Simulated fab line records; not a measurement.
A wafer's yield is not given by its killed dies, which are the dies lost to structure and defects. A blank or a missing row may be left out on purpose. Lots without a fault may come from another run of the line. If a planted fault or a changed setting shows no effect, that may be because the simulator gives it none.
Problem report in the 8D (eight disciplines) form, filled by code | flow nand-harc | the parts of the form that need people (team, actions taken, sign-off) are left out

1. WHAT WENT WRONG
At NHARC_END_SORT_01, killed-at-array averages 600 over 3 wafers from 2 lots, while fault-free wafers read 59, standard deviation 20. Measured from the usual mean, that is +27 standard deviations.
The first sign was on wafer L539.2 at day 30 06:14, on prober-01. The record holds 33 wafers of 11 lots with a number at this step. The rule behind "out" and "out of limits": a value lying over 4 standard deviations away from the usual mean. The other wafers with a number count as sound.

2. WHAT THIS IS AND IS NOT
question                    | is                           | is not
which readings at this step | killed-at-array, killed-dies | killed-at-other
which lots                  | L539, L543                   | L525, L527, L528, L531, L533, L536, L544, L546, L548
which wafers of those lots  | L539.2, L539.6, L543.1       | L539.3, L543.4, L543.5
read on which gauges        | prober-01                    | prober-02
when                        | from day 30 06:14            | up to then (18 sound wafers); but 12 sound wafers of L539, L543, L544, L546, L548 came after

3. THE SUSPECTS, EACH WITH WHAT RULES IT OUT
Counting: any tool at a process step up to the reading remains a suspect provided it ran every lot that is out. Sound lots after the first of them don't rule it out here, since some wafers of a struck lot are sound.
- the gauge at NHARC_END_SORT_01 is ruled out. All the wafers that are out were read on prober-01, but those of them that NHARC_A_STAIRCASE_TRIM_231 has rows for are out there too, on other tools.
- rie-diel-10 at NHARC_A_STAIRCASE_TRIM_231 (chemistry O2, time 211.2 s): kept. Ran every lot that is out, first one L539 (day 21 19:40); last sound lot up to then L536 (day 21 01:52). Its own readings are out on those wafers: oes-product-au.
- rie-diel-10 at NHARC_A_STAIRCASE_TRIM_233 (chemistry O2, time 211.2 s): kept. Ran every lot that is out, first one L539 (day 30 06:14); last sound lot up to then L536 (day 29 14:40). Because NHARC_A_STAIRCASE_TRIM_233 lacks a start for some lots, the hours and order of its lots are taken from NHARC_END_SORT_01.
- Within rie-diel-10 at NHARC_A_STAIRCASE_TRIM_231: the wafers that are out ran in chambers 0, 1; their sound lot-mates ran in chamber 2.
Remaining after the count are rie-diel-10 at NHARC_A_STAIRCASE_TRIM_231 and rie-diel-10 at NHARC_A_STAIRCASE_TRIM_233.

4. THE CAUSE (what the simulator had put in)
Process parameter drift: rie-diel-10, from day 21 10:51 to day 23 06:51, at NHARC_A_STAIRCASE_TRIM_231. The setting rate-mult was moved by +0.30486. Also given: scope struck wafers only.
This tool is one of the 2 suspects left after counting.

5. SEQUENCE OF EFFECTS, ordered by route
Each row: a reading whose mean over the struck wafers that have a number lies more than 3 standard deviations from the usual. Only readings whose record carries a usual standard deviation are examined. hours: median over the lots of the time between each lot's start at the first step of this table that gives one and its start at this step. sigmas: the change, counted in usual standard deviations.
hours | step                       | reading         | usual      | on struck wafers | change | sigmas
0     | NHARC_A_STAIRCASE_TRIM_231 | oes-product-au  | 1.002 a.u. | 1.207            | +0.205 | +19
208   | NHARC_END_SORT_01          | killed-at-array | 59         | 600              | +541   | +27
208   | NHARC_END_SORT_01          | killed-dies     | 63         | 606              | +543   | +26
The process steps in it:
- NHARC_A_STAIRCASE_TRIM_231: chemistry O2, time 211.2 s.

6. WHAT WOULD HAVE CAUGHT IT SOONER
In this record the first reading out of limits at a measuring or inspecting step was taken at day 30 06:14, 211 hours after the fault began at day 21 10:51.
The tool's own readings at NHARC_A_STAIRCASE_TRIM_231 were out on every struck wafer that the step has a row for (oes-product-au): an alarm limit on them would have fired on the first of those.
By day 30 06:14, every lot that is out (2) had started NHARC_A_STAIRCASE_TRIM_231 on rie-diel-10. Tool hold at that time: it would have spared none of them.
